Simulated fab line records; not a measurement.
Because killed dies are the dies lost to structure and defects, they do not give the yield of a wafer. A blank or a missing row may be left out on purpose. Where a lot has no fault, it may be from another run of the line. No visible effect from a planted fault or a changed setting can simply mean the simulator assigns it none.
A single fault, viewed from 2 desks :: flow n5Finfet :: every desk sees just its own numbers, and what lay behind them comes last

## THE METROLOGY DESK
What the gauges read, lot by lot, whatever tool the lot ran on: means of the sampled wafers that have a number. A lot is out of limits, marked OUT, if its mean lies more than 4 standard deviations from the usual mean; the brackets give that distance. Readings shown: 7 of its 11, picked as those furthest out on some lot.
Columns: A = DIBL_P at N5_BEOL_M4_RC_MEAS_101, usual 36.1 mV/V; B = IOFF_P at N5_BEOL_M4_RC_MEAS_101, usual 0.201 nA/um; C = ION_N at N5_BEOL_M4_RC_MEAS_101, usual 675 uA/um; D = ION_P at N5_BEOL_M4_RC_MEAS_101, usual 462 uA/um; E = SS_N at N5_BEOL_M4_RC_MEAS_101, usual 71.5 mV/dec; F = SS_P at N5_BEOL_M4_RC_MEAS_101, usual 73.3 mV/dec; G = VT_P at N5_BEOL_M4_RC_MEAS_101, usual -251.3 mV
lot: L715
first seen here: day 5 10:14
A: 34.8
B: 0.197
C: 680
D: 467
E: 72.0
F: 73.1
G: -250.3

lot: L723
first seen here: day 7 09:17
A: 36.0
B: 0.198
C: 672
D: 463
E: 71.1
F: 72.9
G: -249.4

lot: L724
first seen here: day 7 18:33
A: 35.3
B: 0.195
C: 671
D: 458
E: 71.6
F: 73.5
G: -250.7

lot: L731
first seen here: day 9 09:53
A: 38.8
B: 0.212
C: 669
D: 455
E: 71.9
F: 73.8
G: -251.7

lot: L734
first seen here: day 10 03:04
A: 35.1
B: 0.189
C: 674
D: 463
E: 71.8
F: 72.8
G: -251.5

lot: L735
first seen here: day 10 08:29
A: 37.5
B: 0.215
C: 688
D: 465
E: 71.5
F: 74.2
G: -252.7

lot: L736
first seen here: day 10 18:26
A: 37.2
B: 0.204
C: 682
D: 461
E: 71.3
F: 73.3
G: -250.6

lot: L738
first seen here: day 11 05:39
A: 36.0
B: 0.164
C: 674
D: 459
E: 71.7
F: 73.2
G: -255.2

lot: L737
first seen here: day 11 08:44
A: 38.0
B: 0.242
C: 682
D: 471
E: 72.2
F: 73.5
G: -247.3
This desk's verdict: no lot among the 9 shows anything out of limits.

## AT THE TOOL OWNER'S DESK: pecvd-02
The tool's own readings at N5_BEOL_M0_SAQP_PECVD_96 (deposits a-Si from SiH4/He, target thk 45 nm, time 45.2 s): means of the sampled wafers that have a number, for each lot that ran on this tool. A lot is out of limits, marked OUT, if its mean lies more than 4 standard deviations from the usual mean; the brackets give that distance.
Columns: A = chamberPressureTorr at N5_BEOL_M0_SAQP_PECVD_96, usual 3.000 Torr; B = heaterPowerW at N5_BEOL_M0_SAQP_PECVD_96, usual 576 W; C = runLengthS at N5_BEOL_M0_SAQP_PECVD_96, usual 81.2 s; D = showerheadPlenumPTorr at N5_BEOL_M0_SAQP_PECVD_96, usual 5.64 Torr; E = throttleValvePct at N5_BEOL_M0_SAQP_PECVD_96, usual 18.3 %
lot: L715
first seen here: day 5 10:03
A: 3.006
B: 638
C: 80.9
D: 5.64
E: 17.8

lot: L723
first seen here: day 7 09:06
A: 3.006
B: 644
C: 87.2 (+14) OUT
D: 5.63
E: 17.8

lot: L724
first seen here: day 7 18:22
A: 3.004
B: 577
C: 87.2 (+14) OUT
D: 5.66
E: 17.7

lot: L738
first seen here: day 11 05:23
A: 2.998
B: 521
C: 81.2
D: 5.67
E: 18.2
This desk finds L723, L724 out of limits, L723 being first, at day 7 09:06 (runLengthS at N5_BEOL_M0_SAQP_PECVD_96). L715, L738: within limits.

## ALL TOGETHER
At day 7 09:06, on L723, L724, the tool owner's desk was in a position to raise an alarm.
From the metrology desk's view, nothing was out of limits.
The metrology desk has L723, L724 on record, within its limits.
N5_BEOL_M0_SAQP_PECVD_96 was run on pecvd-02 by each of the lots named.

## WHAT WAS PUT IN BY THE SIMULATOR
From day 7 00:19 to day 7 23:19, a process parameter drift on pecvd-02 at N5_BEOL_M0_SAQP_PECVD_96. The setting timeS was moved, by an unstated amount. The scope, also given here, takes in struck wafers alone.
Lots struck among those shown: L723, L724.
How many hours passed from the start of the fault until each desk's first out-of-limits reading: the tool owner's desk, 9.
